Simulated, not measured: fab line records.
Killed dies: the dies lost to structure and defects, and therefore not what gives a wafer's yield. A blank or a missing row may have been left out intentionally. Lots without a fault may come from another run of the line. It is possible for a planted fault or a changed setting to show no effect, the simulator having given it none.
Which tool did it? | flow n5 finfet | 24 wafers from 8 lots sampled at 9 of the route's 1938 steps

== WHAT THE GAUGES SHOWED, per wafer ==
N5_FIN_SAQP_OVL_MEAS_17.
lot  | measured    | on         | FIN_CORE_OVL (nm)
L820 | day 1 21:05 | overlay-02 | 1.5 1.2 0.0
L821 | day 2 03:48 | overlay-01 | 1.6 -1.0 -0.1
L827 | day 3 17:04 | overlay-01 | 1.3 -0.2 0.6
L830 | day 4 09:43 | overlay-01 | -1.4 1.2 -1.8
L838 | day 6 10:28 | overlay-02 | -0.4 -0.6 1.0
L840 | day 6 22:15 | overlay-02 | 0.2 -0.8 0.4
L842 | day 7 09:51 | overlay-02 | 0.0 0.5 -0.7
L843 | day 7 16:27 | overlay-02 | -1.3 -0.2 0.0

N5_FIN_SAQP_INSPECT_18: inspects for defects (brightfield).
lot  | measured    | on                | raw defect count
L820 | day 1 21:07 | defect inspect-01 | 354 346 421
L821 | day 2 03:49 | defect inspect-01 | 292 423 372
L827 | day 3 17:05 | defect inspect-01 | 368 451 618
L830 | day 4 09:44 | defect inspect-01 | 402 408 477
L838 | day 6 10:30 | defect inspect-01 | 532 439 624
L840 | day 6 22:17 | defect inspect-02 | 277 1008 1012
L842 | day 7 09:52 | defect inspect-01 | 1210 393 302
L843 | day 7 16:28 | defect inspect-01 | 401 377 566

N5_FIN_SAQP_INSPECT_40: inspects for defects (brightfield).
lot  | measured    | on                | raw defect count
L820 | day 2 01:49 | defect inspect-01 | 172 194 168
L821 | day 2 08:35 | defect inspect-02 | 245 328 297
L827 | day 3 21:43 | defect inspect-02 | 167 162 236
L830 | day 4 14:07 | defect inspect-02 | 349 336 186
L838 | day 6 14:43 | defect inspect-02 | 238 300 250
L840 | day 7 02:58 | defect inspect-02 | 176 913 875
L842 | day 7 14:26 | defect inspect-02 | 998 257 227
L843 | day 7 20:48 | defect inspect-01 | 199 140 243

N5_FIN_CUT_INSPECT_10: inspects for defects (brightfield).
lot  | measured    | on                | raw defect count
L820 | day 2 02:20 | defect inspect-02 | 41 69 43
L821 | day 2 09:06 | defect inspect-02 | 29 35 47
L827 | day 3 22:07 | defect inspect-02 | 30 27 30
L830 | day 4 14:31 | defect inspect-02 | 67 52 33
L838 | day 6 15:07 | defect inspect-01 | 32 43 40
L840 | day 7 03:22 | defect inspect-01 | 32 712 700
L842 | day 7 14:58 | defect inspect-02 | 738 56 35
L843 | day 7 21:19 | defect inspect-01 | 45 21 48

N5_FIN_CUT_INSPECT_17: inspects for defects (brightfield).
lot  | measured    | on                | raw defect count
L820 | day 2 03:30 | defect inspect-02 | 209 208 192
L821 | day 2 10:11 | defect inspect-02 | 263 332 306
L827 | day 3 23:08 | defect inspect-01 | 142 136 218
L830 | day 4 15:28 | defect inspect-01 | 339 301 173
L838 | day 6 16:04 | defect inspect-01 | 203 272 214
L840 | day 7 04:19 | defect inspect-01 | 155 866 863
L842 | day 7 15:55 | defect inspect-02 | 1001 243 220
L843 | day 7 22:28 | defect inspect-01 | 205 138 240

N5_BEOL_M4_RC_MEAS_101.
lot  | measured     | on        | DIBL_N (mV/V)  | DIBL_P (mV/V)  | IOFF_N (nA/um)    | IOFF_P (nA/um)    | ION_N (uA/um) | ION_P (uA/um) | SS_N (mV/dec)  | SS_P (mV/dec)  | VT_N (mV)         | VT_P (mV)
L820 | day 7 20:11  | prober-02 | 36.5 37.0 37.2 | 35.4 36.7 36.3 | 0.134 0.155 0.149 | 0.171 0.186 0.185 | 664 688 660   | 453 458 451   | 71.2 70.7 70.8 | 73.7 73.7 73.2 | 250.4 248.1 251.0 | -256.0 -253.7 -256.5
L821 | day 8 09:56  | prober-01 | 37.4 38.5 36.1 | 35.4 37.0 33.7 | 0.145 0.171 0.129 | 0.213 0.250 0.190 | 671 678 659   | 465 470 459   | 70.9 71.7 71.3 | 73.9 74.0 73.2 | 251.9 249.3 254.3 | -249.3 -245.5 -250.1
L827 | day 9 22:43  | prober-01 | 38.0 39.0 38.1 | 38.1 39.0 37.9 | 0.188 0.219 0.191 | 0.232 0.242 0.228 | 679 694 688   | 458 469 466   | 71.8 72.1 71.2 | 73.6 73.2 74.3 | 246.1 242.9 244.9 | -248.4 -249.2 -249.0
L830 | day 10 03:02 | prober-01 | 36.6 36.8 37.5 | 35.7 35.6 36.3 | 0.166 0.178 0.184 | 0.235 0.235 0.242 | 669 674 681   | 464 465 456   | 70.9 71.5 72.0 | 73.8 73.2 73.2 | 247.2 247.5 246.3 | -249.2 -249.1 -250.3
L838 | day 12 12:46 | prober-02 | 36.6 37.7 36.6 | 36.1 37.9 36.4 | 0.169 0.189 0.160 | 0.222 0.250 0.222 | 680 681 669   | 464 469 469   | 72.2 71.9 72.1 | 74.0 73.8 74.0 | 246.4 244.4 248.8 | -247.6 -248.1 -249.1
L840 | day 13 00:23 | prober-01 | 37.0 36.1 36.7 | 37.4 36.9 37.4 | 0.161 0.150 0.152 | 0.218 0.207 0.208 | 674 677 669   | 463 464 464   | 71.5 72.0 71.9 | 73.1 72.8 73.1 | 247.9 247.4 248.8 | -252.6 -249.7 -250.3
L842 | day 13 16:01 | prober-02 | 35.5 36.0 36.3 | 35.8 36.8 36.5 | 0.140 0.158 0.155 | 0.200 0.221 0.216 | 660 670 665   | 457 465 464   | 71.3 72.0 71.7 | 72.4 73.2 72.3 | 250.5 249.4 251.5 | -249.5 -250.0 -250.7
L843 | day 13 15:23 | prober-02 | 37.4 36.6 37.8 | 37.1 36.1 36.8 | 0.184 0.164 0.174 | 0.225 0.212 0.218 | 675 674 678   | 464 457 459   | 71.4 71.6 71.2 | 73.8 73.7 74.1 | 246.9 251.0 249.6 | -250.5 -251.4 -249.9

== TOOL THAT RAN EACH LOT (tool first, then ch and the chambers of the sampled wafers, then the start) ==
lot  | N5_FIN_SAQP_ALD_61               | N5_FIN_SAQP_PECVD_06         | N5_FIN_SAQP_SPACER1_ALD_24
L820 | ald sin-01 ch 0,2,3, day 1 19:58 | pecvd-03 ch 1,2, day 1 20:35 | ald sin-03 ch 0,3, day 1 22:26
L821 | ald sin-01 ch 0,1,2, day 2 02:37 | pecvd-02 ch 0,1, day 2 03:17 | ald sin-03 ch 0,1,2, day 2 04:58
L827 | ald sin-01 ch 0,1,2, day 3 15:43 | pecvd-03 ch 1,2, day 3 16:24 | ald sin-01 ch 1,2,3, day 3 18:25
L830 | ald sin-03 ch 1,2,3, day 4 08:36 | pecvd-01 ch 1,2, day 4 09:13 | ald sin-03 ch 0,1,2, day 4 10:56
L838 | ald sin-04 ch 0,2,3, day 6 09:09 | pecvd-02 ch 0,1, day 6 09:52 | ald sin-03 ch 1,3, day 6 11:38
L840 | ald sin-03 ch 0,2,3, day 6 20:56 | pecvd-02 ch 0,2, day 6 21:37 | ald sin-04 ch 0,2,3, day 6 23:48
L842 | ald sin-01 ch 2,3, day 7 08:36   | pecvd-02 ch 1,2, day 7 09:14 | ald sin-03 ch 1,2,3, day 7 11:10
L843 | ald sin-04 ch 0,2, day 7 15:11   | pecvd-03 ch 0,1, day 7 15:49 | ald sin-01 ch 0,1,3, day 7 17:35
- N5_FIN_SAQP_ALD_61: deposits SiO2, target thk 4 nm, pulse time 1 s, purge time 2 s.
- N5_FIN_SAQP_PECVD_06: deposits a-Si from SiH4/He, target thk 60 nm, time 48.1 s.
- N5_FIN_SAQP_SPACER1_ALD_24: deposits SiO2, target thk 20.3 nm, pulse time 1 s, purge time 2 s.

== WHAT THE TOOLS THEMSELVES READ (means of the sampled wafers that have a number; where no wafer has one, the mark that the record gives instead) ==
N5_FIN_SAQP_ALD_61.
lot  | tool       | heater power w (W) | precursor pulse height rel
L820 | ald sin-01 | 500                | 1.019
L821 | ald sin-01 | 486                | 1.017
L827 | ald sin-01 | 480                | 1.001
L830 | ald sin-03 | 445                | 0.994
L838 | ald sin-04 | 480                | 0.986
L840 | ald sin-03 | 469                | 1.008
L842 | ald sin-01 | 514                | 1.016
L843 | ald sin-04 | 510                | 0.996

N5_FIN_SAQP_PECVD_06.
lot  | tool     | heater power w (W) | showerhead plenum p Torr (Torr) | showerhead vpp V (V) | throttle valve pct (%)
L820 | pecvd-03 | 780                | 5.67                            | 599                  | 18.1
L821 | pecvd-02 | 860                | 5.72                            | 607                  | 17.7
L827 | pecvd-03 | 830                | 5.64                            | 614                  | 18.0
L830 | pecvd-01 | 898                | 5.75                            | 599                  | 17.7
L838 | pecvd-02 | 877                | 5.68                            | 624                  | 17.9
L840 | pecvd-02 | 893                | 5.69                            | 613                  | 17.0
L842 | pecvd-02 | 898                | 5.64                            | 629                  | 17.2
L843 | pecvd-03 | 821                | 5.70                            | 596                  | 18.0

N5_FIN_SAQP_SPACER1_ALD_24.
lot  | tool       | heater power w (W) | precursor pulse height rel
L820 | ald sin-03 | 469                | 1.007
L821 | ald sin-03 | 455                | 0.990
L827 | ald sin-01 | 480                | 1.018
L830 | ald sin-03 | 449                | 1.007
L838 | ald sin-03 | 439                | 1.008
L840 | ald sin-04 | 475                | 1.018
L842 | ald sin-03 | 447                | 0.987
L843 | ald sin-01 | 466                | 1.019

== THE ANSWER, worked out from the rows above alone ==
Rule: usual is defined by the lots themselves. The widest of any qualifying gaps counts: lots, ordered by their means at a reading, are off when they make up no more than a third of the lots, leave a main group of 4 or more, and stand apart from it by 3 or more times the standard deviation of that group's means. A main group whose means are all the same, to the digits that the tables above print for the reading, isn't used. A lot without any number at a reading at which 4 lots or more have one is off too. Where the step has rows for the other lots, those lots are counted as sound. Order of review: gauges by route order, followed by the tools' own readings, for which a lot's mean as printed above is used. The first step at which some lot is off is used, and at that step the reading that is off furthest; a lot without a number counts as furthest.
Off at N5_FIN_SAQP_INSPECT_40 (raw defect count): L840, L842. For the main group the mean is 234 and the standard deviation 48.
If a tool, at a process step before that reading, ran all the lots that are off and no sound lot after the first of them, it fits. Not tried: the gauges at N5_FIN_SAQP_INSPECT_40; whatever is off there is also off at N5_FIN_SAQP_PECVD_06, on other tools, and gauge error can't account for it. One candidate fits, namely pecvd-02 at N5_FIN_SAQP_PECVD_06. Its last sound lot is L838 (day 6 09:52), its first lot that is off L840 (day 6 21:37): a fault that began between those two fits.
The tool's own readings at N5_FIN_SAQP_PECVD_06 bear it out: on the lots that are off they differ by more than 5 times the standard deviation of the sound lots' means. throttle valve pct reads 17.1 % there against 17.9 % on the sound lots.

== WHAT THE SIMULATOR PUT IN ==
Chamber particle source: pecvd-02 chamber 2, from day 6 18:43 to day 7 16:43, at N5_FIN_SAQP_PECVD_06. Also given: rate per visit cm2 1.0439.
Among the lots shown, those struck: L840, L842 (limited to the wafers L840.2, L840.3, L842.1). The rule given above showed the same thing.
